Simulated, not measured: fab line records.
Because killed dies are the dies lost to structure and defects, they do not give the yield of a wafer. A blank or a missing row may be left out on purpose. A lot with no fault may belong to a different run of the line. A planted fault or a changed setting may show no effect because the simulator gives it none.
Which tool did it? || flow nand_harc || 11 lots with 32 wafers sampled at 5 steps, on a route of 1159 steps

WHAT THE GAUGES SHOWED, per wafer
NHARC_P_M0_THK_MEAS_24: measures by xrf. Usual: thk_nm at 117.3 nm, with a standard deviation of 1.5.
{"lot": "L281", "measured": "day 6 07:08", "on": "film_metro-02", "thk_nm (nm)": "117.1 115.6 117.6", "flag": ""}
{"lot": "L285", "measured": "day 7 00:33", "on": "film_metro-01", "thk_nm (nm)": "116.7 118.0 116.5", "flag": ""}
{"lot": "L289", "measured": "day 8 01:33", "on": "film_metro-01", "thk_nm (nm)": "118.5 117.0", "flag": ""}
{"lot": "L292", "measured": "day 8 17:17", "on": "film_metro-01", "thk_nm (nm)": "118.9 117.8 116.8", "flag": ""}
{"lot": "L295", "measured": "day 9 16:32", "on": "film_metro-02", "thk_nm (nm)": "118.0 118.4 117.1", "flag": ""}
{"lot": "L297", "measured": "day 10 04:20", "on": "film_metro-02", "thk_nm (nm)": "118.0 117.6 117.7", "flag": ""}
{"lot": "L299", "measured": "day 10 04:48", "on": "film_metro-01", "thk_nm (nm)": "117.4 118.5 118.6", "flag": ""}
{"lot": "L301", "measured": "day 10 15:40", "on": "film_metro-01", "thk_nm (nm)": "117.8 116.4 117.8", "flag": ""}
{"lot": "L300", "measured": "day 10 16:59", "on": "film_metro-02", "thk_nm (nm)": "115.0 116.8 117.0", "flag": ""}
{"lot": "L303", "measured": "day 11 09:56", "on": "film_metro-01", "thk_nm (nm)": "119.3 116.3 116.0", "flag": ""}
{"lot": "L304", "measured": "day 12 00:00", "on": "film_metro-02", "thk_nm (nm)": "115.5 116.7 118.3", "flag": ""}

NHARC_P_M1_CD_MEAS_09: target cd 130 nm. Usual: cd_nm at 130.3 nm, with a standard deviation of 0.64.
{"lot": "L281", "measured": "day 6 08:42", "on": "cd_sem-02", "cd_nm (nm)": "129.6 130.9 130.0", "flag": ""}
{"lot": "L285", "measured": "day 7 02:08", "on": "cd_sem-02", "cd_nm (nm)": "130.0 130.5 130.2", "flag": ""}
{"lot": "L289", "measured": "day 8 03:07", "on": "cd_sem-01", "cd_nm (nm)": "139.9 138.8", "flag": "OFF"}
{"lot": "L292", "measured": "day 8 18:51", "on": "cd_sem-02", "cd_nm (nm)": "130.2 138.4 130.2", "flag": "OFF"}
{"lot": "L295", "measured": "day 9 18:06", "on": "cd_sem-02", "cd_nm (nm)": "130.2 130.5 130.1", "flag": ""}
{"lot": "L297", "measured": "day 10 05:52", "on": "cd_sem-01", "cd_nm (nm)": "129.1 129.4 130.1", "flag": ""}
{"lot": "L299", "measured": "day 10 06:47", "on": "cd_sem-03", "cd_nm (nm)": "129.0 129.7 129.4", "flag": ""}
{"lot": "L301", "measured": "day 10 17:13", "on": "cd_sem-03", "cd_nm (nm)": "130.4 131.0 129.9", "flag": ""}
{"lot": "L300", "measured": "day 10 18:35", "on": "cd_sem-02", "cd_nm (nm)": "131.6 131.4 131.0", "flag": ""}
{"lot": "L303", "measured": "day 11 11:26", "on": "cd_sem-03", "cd_nm (nm)": "129.8 130.5 130.4", "flag": ""}
{"lot": "L304", "measured": "day 12 01:24", "on": "cd_sem-03", "cd_nm (nm)": "131.4 130.2 130.6", "flag": ""}

NHARC_P_M1_OVL_MEAS_10: pitch 260 nm. Usual: overlay_x_nm 0.2 nm, standard deviation 0.94; overlay_y_nm -0.1 nm, standard deviation 0.92.
{"lot": "L281", "measured": "day 6 08:47", "on": "overlay-02", "overlay_x_nm (nm)": "1.0 0.9 1.0", "overlay_y_nm (nm)": "0.5 0.6 0.5", "flag": ""}
{"lot": "L285", "measured": "day 7 02:14", "on": "overlay-02", "overlay_x_nm (nm)": "-1.1 -0.6 -0.3", "overlay_y_nm (nm)": "-0.4 0.2 0.3", "flag": ""}
{"lot": "L289", "measured": "day 8 03:11", "on": "overlay-02", "overlay_x_nm (nm)": "-0.6 -1.0", "overlay_y_nm (nm)": "-1.0 -1.3", "flag": ""}
{"lot": "L292", "measured": "day 8 18:56", "on": "overlay-02", "overlay_x_nm (nm)": "-0.1 0.1 0.6", "overlay_y_nm (nm)": "-0.9 -0.7 -0.7", "flag": ""}
{"lot": "L295", "measured": "day 9 18:11", "on": "overlay-02", "overlay_x_nm (nm)": "0.7 0.8 0.3", "overlay_y_nm (nm)": "0.4 0.9 0.7", "flag": ""}
{"lot": "L297", "measured": "day 10 05:57", "on": "overlay-01", "overlay_x_nm (nm)": "1.0 0.6 1.0", "overlay_y_nm (nm)": "0.2 -0.2 0.3", "flag": ""}
{"lot": "L299", "measured": "day 10 06:53", "on": "overlay-02", "overlay_x_nm (nm)": "0.8 0.8 1.2", "overlay_y_nm (nm)": "0.3 0.3 1.1", "flag": ""}
{"lot": "L301", "measured": "day 10 17:19", "on": "overlay-02", "overlay_x_nm (nm)": "0.8 1.4 1.0", "overlay_y_nm (nm)": "-0.6 -0.3 0.2", "flag": ""}
{"lot": "L300", "measured": "day 10 18:41", "on": "overlay-01", "overlay_x_nm (nm)": "1.2 1.4 1.7", "overlay_y_nm (nm)": "-1.5 -1.4 -2.5", "flag": ""}
{"lot": "L303", "measured": "day 11 11:31", "on": "overlay-02", "overlay_x_nm (nm)": "-1.3 -1.3 -2.0", "overlay_y_nm (nm)": "-0.2 -0.5 0.2", "flag": ""}
{"lot": "L304", "measured": "day 12 01:29", "on": "overlay-01", "overlay_x_nm (nm)": "-0.1 -0.4 -0.4", "overlay_y_nm (nm)": "-0.3 -0.1 -0.4", "flag": ""}

WHICH TOOL RAN EACH LOT (tool, then ch and the chambers of the sampled wafers, then the start)
{"lot": "L281", "NHARC_P_M0_PRE_CLEAN_29": "pvd_sputter-01, day 6 07:08 or earlier", "NHARC_P_M1_EXPOSE_06": "arfi_scanner-02 ch 0, day 6 08:34"}
{"lot": "L285", "NHARC_P_M0_PRE_CLEAN_29": "pvd_sputter-02, day 7 00:33 or earlier", "NHARC_P_M1_EXPOSE_06": "arfi_scanner-02 ch 0, day 7 02:00"}
{"lot": "L289", "NHARC_P_M0_PRE_CLEAN_29": "pvd_sputter-03, day 8 01:33 or earlier", "NHARC_P_M1_EXPOSE_06": "arfi_scanner-01 ch 0, day 8 02:58"}
{"lot": "L292", "NHARC_P_M0_PRE_CLEAN_29": "pvd_sputter-01, day 8 17:17 or earlier", "NHARC_P_M1_EXPOSE_06": "arfi_scanner-01 ch 0, day 8 18:43"}
{"lot": "L295", "NHARC_P_M0_PRE_CLEAN_29": "pvd_sputter-01, day 9 16:32 or earlier", "NHARC_P_M1_EXPOSE_06": "arfi_scanner-02 ch 0, day 9 17:58"}
{"lot": "L297", "NHARC_P_M0_PRE_CLEAN_29": "pvd_sputter-01, day 10 04:20 or earlier", "NHARC_P_M1_EXPOSE_06": "arfi_scanner-03 ch 0, day 10 05:43"}
{"lot": "L299", "NHARC_P_M0_PRE_CLEAN_29": "pvd_sputter-03, day 10 04:48 or earlier", "NHARC_P_M1_EXPOSE_06": "arfi_scanner-03 ch 0, day 10 06:39"}
{"lot": "L301", "NHARC_P_M0_PRE_CLEAN_29": "pvd_sputter-01, day 10 15:40 or earlier", "NHARC_P_M1_EXPOSE_06": "arfi_scanner-03 ch 0, day 10 17:05"}
{"lot": "L300", "NHARC_P_M0_PRE_CLEAN_29": "pvd_sputter-03, day 10 16:59 or earlier", "NHARC_P_M1_EXPOSE_06": "arfi_scanner-03 ch 0, day 10 18:26"}
{"lot": "L303", "NHARC_P_M0_PRE_CLEAN_29": "pvd_sputter-03, day 11 09:56 or earlier", "NHARC_P_M1_EXPOSE_06": "arfi_scanner-01 ch 0, day 11 11:17"}
{"lot": "L304", "NHARC_P_M0_PRE_CLEAN_29": "pvd_sputter-03, day 12 00:00 or earlier", "NHARC_P_M1_EXPOSE_06": "arfi_scanner-01 ch 0, day 12 01:16"}
- NHARC_P_M0_PRE_CLEAN_29: time 30 s.
- NHARC_P_M1_EXPOSE_06: exposes mask P M1, target cd 130 nm.

WHAT THE TOOLS THEMSELVES READ (means of the sampled wafers that have a number; where no wafer has one, the mark that the record gives instead)
NHARC_P_M0_PRE_CLEAN_29. Usual: heater_power_w at 435 W, with a standard deviation of 53.
{"lot": "L281", "tool": "pvd_sputter-01", "heater_power_w (W)": 436, "flag": ""}
{"lot": "L285", "tool": "pvd_sputter-02", "heater_power_w (W)": 416, "flag": ""}
{"lot": "L289", "tool": "pvd_sputter-03", "heater_power_w (W)": 392, "flag": ""}
{"lot": "L292", "tool": "pvd_sputter-01", "heater_power_w (W)": 427, "flag": ""}
{"lot": "L295", "tool": "pvd_sputter-01", "heater_power_w (W)": 474, "flag": ""}
{"lot": "L297", "tool": "pvd_sputter-01", "heater_power_w (W)": 445, "flag": ""}
{"lot": "L299", "tool": "pvd_sputter-03", "heater_power_w (W)": 428, "flag": ""}
{"lot": "L301", "tool": "pvd_sputter-01", "heater_power_w (W)": 458, "flag": ""}
{"lot": "L300", "tool": "pvd_sputter-03", "heater_power_w (W)": 518, "flag": ""}
{"lot": "L303", "tool": "pvd_sputter-03", "heater_power_w (W)": 509, "flag": ""}
{"lot": "L304", "tool": "pvd_sputter-03", "heater_power_w (W)": 478, "flag": ""}

NHARC_P_M1_EXPOSE_06. Usual: focus_offset_nm at 0.0 nm, with a standard deviation of 0.49.
{"lot": "L281", "tool": "arfi_scanner-02", "focus_offset_nm (nm)": 0.2, "flag": ""}
{"lot": "L285", "tool": "arfi_scanner-02", "focus_offset_nm (nm)": 0.1, "flag": ""}
{"lot": "L289", "tool": "arfi_scanner-01", "focus_offset_nm (nm)": -0.2, "flag": ""}
{"lot": "L292", "tool": "arfi_scanner-01", "focus_offset_nm (nm)": -0.1, "flag": ""}
{"lot": "L295", "tool": "arfi_scanner-02", "focus_offset_nm (nm)": 0.5, "flag": ""}
{"lot": "L297", "tool": "arfi_scanner-03", "focus_offset_nm (nm)": 0.1, "flag": ""}
{"lot": "L299", "tool": "arfi_scanner-03", "focus_offset_nm (nm)": -0.2, "flag": ""}
{"lot": "L301", "tool": "arfi_scanner-03", "focus_offset_nm (nm)": -0.3, "flag": ""}
{"lot": "L300", "tool": "arfi_scanner-03", "focus_offset_nm (nm)": -0.2, "flag": ""}
{"lot": "L303", "tool": "arfi_scanner-01", "focus_offset_nm (nm)": 0.0, "flag": ""}
{"lot": "L304", "tool": "arfi_scanner-01", "focus_offset_nm (nm)": 0.6, "flag": ""}

THE ANSWER, worked out from the rows above alone
Rule: lot off if the mean of its wafers having a number is beyond 3 standard deviations from the usual mean. A lot without any number at a reading at which 4 lots or more have one is off too. Any other lot the step has rows for is counted as sound. Order of review: gauges by route order, followed by the tools' own readings, for which a lot's mean as printed above is used. The first step at which some lot is off is used, and at that step the reading that is off furthest; a lot without a number counts as furthest.
Off: L289, L292 (NHARC_P_M1_CD_MEAS_09, cd_nm).
A tool fits if, at a process step before that reading, it ran every lot that is off, and no sound lot after the first of them. Gauges at NHARC_P_M1_CD_MEAS_09: tried the same way as those tools. NHARC_P_M0_PRE_CLEAN_29 gives no start for some lots, so the hours and the order of its lots are those of NHARC_P_M0_THK_MEAS_24. None of those tried fits.

WHAT THE SIMULATOR HAD INSERTED
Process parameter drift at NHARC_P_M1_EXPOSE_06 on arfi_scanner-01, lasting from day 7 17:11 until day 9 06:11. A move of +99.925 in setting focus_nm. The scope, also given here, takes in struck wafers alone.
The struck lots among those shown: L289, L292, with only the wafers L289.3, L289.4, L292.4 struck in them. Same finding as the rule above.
